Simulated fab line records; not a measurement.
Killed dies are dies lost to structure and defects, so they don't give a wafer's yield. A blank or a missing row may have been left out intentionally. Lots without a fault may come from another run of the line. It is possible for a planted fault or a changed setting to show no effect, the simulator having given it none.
Lot-split experiment    flow n5-finfet    39 wafers read from 7 lots, route of 1938 steps

## THE SPLIT ITSELF
At N5_BEOL_M1_TRENCH_ETCH_37 (etches SiOC in C4F6/O2, target depth 55.207 nm, time 29 s), the setting time-s was moved away from the recipe's 29 s on 15 of the 39 wafers read, by -49.7% to +54.6%. All remaining wafers had this setting at the recipe value.

## FROM THE SPLIT TO THE READING: what the file shows between them, 2 steps
- N5_BEOL_M1_ETCH_41: etches SiCN in CH3F/O2, target depth 31.9 nm, time 57.8 s
- N5_BEOL_M1_STRIP_97: strips in N2/H2, time 10 s

## THE READING
trench-depth-nm, in nm, at N5_BEOL_M1_OCD_MEAS_38. Typical for fault-free wafers on this fab line: 54.8 nm, with standard deviation 1.6 nm.

wafer   tool, chamber at the split  time-s as run, s  against the recipe  trench-depth-nm, nm  against lot-mates on the recipe
L078.1  rie-diel-03, 3              14.58             -49.7%              26.7                 -27.0
L078.2  rie-diel-03, 1              14.58             -49.7%              27.5                 -26.2
L078.3  rie-diel-03, 0              29                recipe              53.3                 -
L078.4  rie-diel-03, 2              29                recipe              54.7                 -
L078.5  rie-diel-03, 3              29                recipe              53.0                 -
L078.6  rie-diel-03, 0              14.58             -49.7%              27.4                 -26.3
L083.1  rie-diel-01, 3              29                recipe              52.6                 -
L083.2  rie-diel-01, 1              44.82             +54.6%              82.3                 +26.9
L083.3  rie-diel-01, 2              29                recipe              57.2                 -
L083.4  rie-diel-01, 0              44.82             +54.6%              87.6                 +32.2
L083.5  rie-diel-01, 2              29                recipe              56.4                 -
L083.6  rie-diel-01, 1              44.82             +54.6%              82.2                 +26.8
L084.1  rie-diel-01, 3              29                recipe              53.5                 -
L084.2  rie-diel-01, 2              29                recipe              56.7                 -
L084.3  rie-diel-01, 1              29                recipe              53.2                 -
L084.4  rie-diel-01, 0              29                recipe              56.7                 -
L084.5  rie-diel-01, 1              29                recipe              52.5                 -
L084.6  rie-diel-01, 2              29                recipe              56.1                 -
L090.1  rie-diel-02, 0              29                recipe              57.5                 -
L090.3  rie-diel-02, 1              29                recipe              52.3                 -
L090.5  rie-diel-02, 1              29                recipe              53.3                 -
L095.1  rie-diel-03, 2              29                recipe              54.8                 -
L095.2  rie-diel-03, 1              29                recipe              54.6                 -
L095.3  rie-diel-03, 0              14.75             -49.1%              26.7                 -27.2
L095.4  rie-diel-03, 3              14.75             -49.1%              26.8                 -27.1
L095.5  rie-diel-03, 3              14.75             -49.1%              27.4                 -26.5
L095.6  rie-diel-03, 0              29                recipe              52.4                 -
L096.1  rie-diel-01, 1              37.27             +28.5%              71.6                 +15.4
L096.2  rie-diel-01, 0              37.27             +28.5%              72.1                 +15.9
L096.3  rie-diel-01, 2              29                recipe              56.4                 -
L096.4  rie-diel-01, 0              29                recipe              55.9                 -
L096.5  rie-diel-01, 2              37.27             +28.5%              73.2                 +17.0
L096.6  rie-diel-01, 1              29                recipe              56.4                 -
L097.1  rie-diel-02, 0              29                recipe              57.8                 -
L097.2  rie-diel-02, 1              42.03             +44.9%              76.2                 +20.3
L097.3  rie-diel-02, 2              42.03             +44.9%              79.4                 +23.5
L097.4  rie-diel-02, 3              42.03             +44.9%              81.0                 +25.1
L097.5  rie-diel-02, 3              29                recipe              55.6                 -
L097.6  rie-diel-02, 2              29                recipe              54.4                 -

THE FIT
A straight line over all 39 wafers: trench-depth-nm changes by +0.553 nm for each +1% of time-s; r = +0.99; the points scatter about the line by 1.8 nm.
The same after taking each lot's own level away (the mean of its wafers on the recipe; 39 wafers): +0.532 nm for each +1%; r = +0.99; scatter 1.6 nm.
Per that fit: largest time-s move, reading shift of 29 nm.
Measured against the standard deviation above, the lots' own levels, which go from 53.67 to 56.23 nm, span 1.6 times it.
So the lot-to-lot level changes the slope little: the two slopes agree.
Check: with one of the wafers moved furthest among these (+54.6%) left out of the fit, the line predicts +29.2 nm for it against its lot-mates. It came out at +26.9 nm against them.

## FURTHER SPLITS ON THESE WAFERS
Before the reading, these wafers also passed through other splits. Each is held against what the fit with the lots' levels taken away leaves over:
other split on the same wafers                wafers away from the commonest value  r with trench-depth-nm (lot level and that fit taken away)
N5_FIN_SAQP_ALD_61 ald-cycles                 18                                    -0.05
N5_STI_FIN_REVEAL_ETCHBACK_08 target-depth-a  9                                     +0.15
N5_SDB_HM_DEP_00 time-s                       12                                    +0.13
N5_MOL_CONTACT_COAG_CONTACT_ETCH_14 time-s    15                                    -0.15

## THE WHOLE CHAIN: every reading that the file lists as answering this split, in the file's order
step                       what it does                                               reading                                                                           change (the file's fit)                 r (the file's)
N5_BEOL_M1_TRENCH_ETCH_37  etches SiOC in C4F6/O2, target depth 55.207 nm, time 29 s  BEOL_M1.feature-depth-nm (the simulator's own value, which no gauge read)         +0.536 nm for each +1% of the setting   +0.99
N5_BEOL_M1_TRENCH_ETCH_37  etches SiOC in C4F6/O2, target depth 55.207 nm, time 29 s  etch.depth-nm (the simulator's own value, which no gauge read)                    +0.536 nm for each +1% of the setting   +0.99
N5_BEOL_M1_TRENCH_ETCH_37  etches SiOC in C4F6/O2, target depth 55.207 nm, time 29 s  TiN_of_BEOL_M1_HM_DEP_02.thk-nm (the simulator's own value, which no gauge read)  -0.0225 nm for each +1% of the setting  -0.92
N5_BEOL_M1_OCD_MEAS_38                                                                trench-depth-nm                                                                   +0.532 nm for each +1% of the setting   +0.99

## THE FILE'S OWN FIT
trench-depth-nm changes by +0.532 nm for each +1% of time-s, r = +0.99.
